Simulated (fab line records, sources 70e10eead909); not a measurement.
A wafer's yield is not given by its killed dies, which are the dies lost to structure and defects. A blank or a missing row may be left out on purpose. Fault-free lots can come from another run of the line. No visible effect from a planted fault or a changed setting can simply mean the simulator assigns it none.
Which of the tools did it? ; flow nand_harc ; 12 lots, 36 wafers sampled, at 5 steps of a route of 1302

== WHAT THE GAUGES READ, wafer by wafer ==
NHARC_P_M0_INSPECT_27.
lot;measured;on;raw_defect_count
L878;day 6 08:32;defect_inspect-01;278 182 223
L880;day 6 22:07;defect_inspect-02;243 209 168
L882;day 7 22:38;defect_inspect-02;412 305 263
L883;day 8 03:57;defect_inspect-01;200 380 197
L885;day 9 07:02;defect_inspect-02;221 118 245
L886;day 9 11:49;defect_inspect-02;206 227 309
L888;day 10 11:00;defect_inspect-02;484 378 408
L892;day 12 10:22;defect_inspect-02;419 256 2482
L895;day 13 06:05;defect_inspect-01;146 268 2391
L897;day 14 01:38;defect_inspect-01;266 320 205
L900;day 15 10:17;defect_inspect-02;465 385 385
L901;day 15 20:03;defect_inspect-02;285 240 473

NHARC_END_SORT_01.
lot;measured;on;defect_limited_yield (%);killed_at_array;killed_at_other;killed_at_periphery;killed_dies;killed_open;killed_short;sort_bin_2_pct (%);sort_bin_3_pct (%);sort_bin_4_pct (%);sort_n_pass;sort_rim_yield_pct (%);sort_yield_pct (%)
L878;day 24 10:16;prober-01;89.5 91.4 91.9;64 55 52;1 0 2;6 3 1;71 58 55;7 5 3;4 1 5;4.1 3.1 2.4;0.9 0.9 0.6;5.5 4.6 5.2;606 619 622;99 90 93;89.5 91.4 91.9
L880;day 24 20:43;prober-01;92.9 92.2 94.2;38 44 35;2 1 0;8 8 4;48 53 39;6 1 3;4 1 3;2.7 2.1 1.2;0.3 0.3 1.0;4.1 5.5 3.5;629 624 638;89 91 89;92.9 92.2 94.2
L882;day 27 14:11;prober-02;88.8 89.2 89.5;73 71 70;0 0 0;3 2 1;76 73 71;4 3 10;3 1 2;4.1 3.5 4.3;1.5 1.5 0.6;5.6 5.8 5.6;601 604 606;90 96 91;88.8 89.2 89.5
L883;day 27 01:24;prober-01;96.2 96.2 96.5;24 23 22;0 0 0;2 3 2;26 26 24;0 5 7;4 5 3;0.7 0.7 1.2;0 0 0.1;3.1 3.1 2.2;651 651 653;97 96 95;96.2 96.2 96.5
L885;day 27 16:14;prober-01;88.5 88.0 88.6;75 81 75;1 0 0;2 0 2;78 81 77;2 2 2;1 3 2;4.6 4.3 4.4;1.0 0.9 1.0;5.9 6.8 5.9;599 596 600;97 98 89;88.5 88.0 88.6
L886;day 27 20:23;prober-02;95.3 94.8 95.9;30 31 25;1 1 3;1 3 0;32 35 28;2 2 4;1 1 1;1.5 1.6 1.6;0.3 0 0.1;3.0 3.5 2.4;645 642 649;91 100 98;95.3 94.8 95.9
L888;day 28 17:29;prober-02;94.4 94.5 95.3;37 30 29;0 2 0;1 5 3;38 37 32;2 4 3;3 4 1;1.9 2.1 1.3;0.4 0.1 0.4;3.2 3.2 3.0;639 640 645;96 93 89;94.4 94.5 95.3
L892;day 30 10:31;prober-01;92.3 92.2 0;50 46 53;0 0 0;2 7 624;52 53 677;4 0 5;4 3 1;3.0 2.8 3.2;0.7 0.6 91.9;4.0 4.4 4.9;625 624 0;96 95 0;92.3 92.2 0
L895;day 31 12:11;prober-01;86.6 90.0 0;87 65 76;0 0 0;4 3 601;91 68 677;3 1 6;3 1 2;5.2 4.0 3.4;0.1 0.6 89.7;8.1 5.5 6.9;586 609 0;96 92 0;86.6 90.0 0
L897;day 32 01:34;prober-02;86.0 89.2 87.1;89 72 82;1 0 0;5 1 5;95 73 87;5 0 5;8 4 6;4.7 3.5 3.7;1.0 1.5 1.6;8.3 5.8 7.5;582 604 590;94 87 94;86.0 89.2 87.1
L900;day 33 13:16;prober-01;89.7 89.1 89.1;66 70 69;1 1 0;3 3 5;70 74 74;4 3 4;3 2 5;4.4 5.0 4.0;0.6 0.3 1.0;5.3 5.6 5.9;607 603 603;91 88 90;89.7 89.1 89.1
L901;day 34 06:31;prober-01;95.3 94.7 92.9;30 34 47;0 1 0;2 1 1;32 36 48;3 3 2;3 3 4;1.6 1.8 2.7;0.4 0.3 0.3;2.7 3.2 4.1;645 641 629;91 91 100;95.3 94.7 92.9

== WHICH TOOL RAN EACH LOT (tool, then ch and the chambers of the sampled wafers, then the start) ==
lot;NHARC_P_M0_STRIP_18;NHARC_P_M0_DEGAS_28;NHARC_P_M0_CMP_23
L878;rie_diel-01 ch 0,1,2, day 6 06:29;pvd_sputter-02, day 6 06:59;cmp-03 ch 0,1, day 6 08:05
L880;rie_diel-01 ch 2,3, day 6 20:01;pvd_sputter-01, day 6 20:34;cmp-02 ch 0,3, day 6 21:39
L882;rie_diel-13 ch 0,1, day 7 20:33;pvd_sputter-03, day 7 21:05;cmp-04 ch 1,2, day 7 22:10
L883;rie_diel-01 ch 0,2, day 8 01:34;pvd_sputter-02, day 8 02:07;cmp-02 ch 0,2, day 8 03:30
L885;rie_diel-13 ch 0,1, day 9 04:55;pvd_sputter-01, day 9 05:29;cmp-04 ch 1,3, day 9 06:35
L886;rie_diel-06 ch 0,1,2, day 9 09:44;pvd_sputter-01, day 9 10:13;cmp-02 ch 0,2,3, day 9 11:19
L888;rie_diel-13 ch 0,2,3, day 10 08:48;pvd_sputter-02, day 10 09:20;cmp-03 ch 0,1,2, day 10 10:32
L892;rie_diel-13 ch 0,1,3, day 12 08:19;pvd_sputter-02, day 12 08:50;cmp-02 ch 2,3, day 12 09:55
L895;rie_diel-01 ch 0,1,2, day 13 04:01;pvd_sputter-02, day 13 04:31;cmp-02 ch 1,2,3, day 13 05:36
L897;rie_diel-01 ch 0,3, day 13 23:33;pvd_sputter-01, day 14 00:04;cmp-03 ch 0,2,3, day 14 01:15
L900;rie_diel-06 ch 0,1,2, day 15 08:13;pvd_sputter-01, day 15 08:44;cmp-04 ch 0,1, day 15 09:51
L901;rie_diel-13 ch 0,1,3, day 15 17:38;pvd_sputter-02, day 15 18:11;cmp-04 ch 1,2,3, day 15 19:37
- NHARC_P_M0_STRIP_18: strips in N2/H2.
- NHARC_P_M0_DEGAS_28: time 60 s.
- NHARC_P_M0_CMP_23: polishes, t overpolish 20 s, target thk 117.54 nm.

== AS READ BY THE TOOLS THEMSELVES (means over the sampled wafers that have a number; for cases with no such wafer, the mark the record gives instead) ==
NHARC_P_M0_STRIP_18.
lot;tool;drypump_motor_current_A (A);h2_flow_sccm (sccm);mfc_ar_sccm (sccm);oes_product_au (a.u.);rf_fwd_power_W (W);rf_vpp_V (V);showerhead_plenum_p_Torr (Torr);throttle_valve_pct (%)
L878;rie_diel-01;5.4;149.8;0.014;1.016;996;90.9;2.04;14.165
L880;rie_diel-01;5.3;150.0;0.015;1.015;996;90.0;2.06;14.178
L882;rie_diel-13;5.6;149.7;0.014;1.006;997;91.1;2.03;14.172
L883;rie_diel-01;5.6;150.2;0.015;1.015;998;90.4;2.04;14.175
L885;rie_diel-13;5.5;150.0;0.020;1.004;999;91.4;2.05;14.170
L886;rie_diel-06;5.6;149.7;0.017;0.997;996;91.5;2.04;14.176
L888;rie_diel-13;5.8;150.0;0.025;0.990;995;90.3;2.04;14.177
L892;rie_diel-13;5.8;149.7;0.019;1.001;997;91.7;2.03;14.173
L895;rie_diel-01;5.5;149.6;0.014;1.007;999;90.6;2.02;14.170
L897;rie_diel-01;6.1;150.4;0.000;1.002;998;89.3;1.98;14.170
L900;rie_diel-06;5.6;149.8;0.017;0.991;1002;90.8;2.04;14.167
L901;rie_diel-13;5.8;149.9;0.019;1.001;997;90.6;2.03;14.163

NHARC_P_M0_DEGAS_28.
lot;tool;heater_power_w (W)
L878;pvd_sputter-02;352
L880;pvd_sputter-01;356
L882;pvd_sputter-03;334
L883;pvd_sputter-02;338
L885;pvd_sputter-01;336
L886;pvd_sputter-01;319
L888;pvd_sputter-02;332
L892;pvd_sputter-02;343
L895;pvd_sputter-02;342
L897;pvd_sputter-01;317
L900;pvd_sputter-01;324
L901;pvd_sputter-02;348

NHARC_P_M0_CMP_23.
lot;tool;motor_current_A (A);time_to_endpoint_s (s)
L878;cmp-03;12.4;27
L880;cmp-02;11.8;28
L882;cmp-04;10.8;26
L883;cmp-02;12.7;31
L885;cmp-04;10.6;24
L886;cmp-02;11.9;33
L888;cmp-03;13.3;33
L892;cmp-02;10.5;29
L895;cmp-02;11.7;31
L897;cmp-03;12.2;30
L900;cmp-04;10.5;24
L901;cmp-04;11.1;28

== THE ANSWER, worked out from the rows above alone ==
Rule: what is usual is taken from the lots themselves. Put in order of their means at a reading, lots are off if they are a third of the lots or fewer, leave a main group of 4 or more, and stand apart from it by a gap of 3 or more times the standard deviation of the main group's means; of several such gaps the widest counts. A main group is skipped when, at the precision printed for the reading in the tables above, its means are all equal. A lot without any number at a reading at which 4 lots or more have one is off too. Any other lot the step has rows for is counted as sound. Order of review: gauges by route order, followed by the tools' own readings, for which a lot's mean as printed above is used. The first step at which some lot is off is used, and at that step the reading that is off furthest; a lot without a number counts as furthest.
Off at NHARC_P_M0_INSPECT_27 (raw_defect_count): L892, L895. For the main group the mean is 289 and the standard deviation 77.
A tool fits if, at a process step before that reading, it ran every lot that is off, and no sound lot after the first of them. The gauges at NHARC_P_M0_INSPECT_27 aren't tried: what is off there is off at NHARC_END_SORT_01 too, on other tools, and a gauge's error can't cause that. One fits: cmp-02 at NHARC_P_M0_CMP_23. A fault onset in the window from L886 (day 9 11:19, its last sound lot) to L892 (day 12 09:55, its first lot off) fits.

== WHAT THE SIMULATOR HAD PUT IN ==
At NHARC_P_M0_CMP_23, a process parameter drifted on cmp-02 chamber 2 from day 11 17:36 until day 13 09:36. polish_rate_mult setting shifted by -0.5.
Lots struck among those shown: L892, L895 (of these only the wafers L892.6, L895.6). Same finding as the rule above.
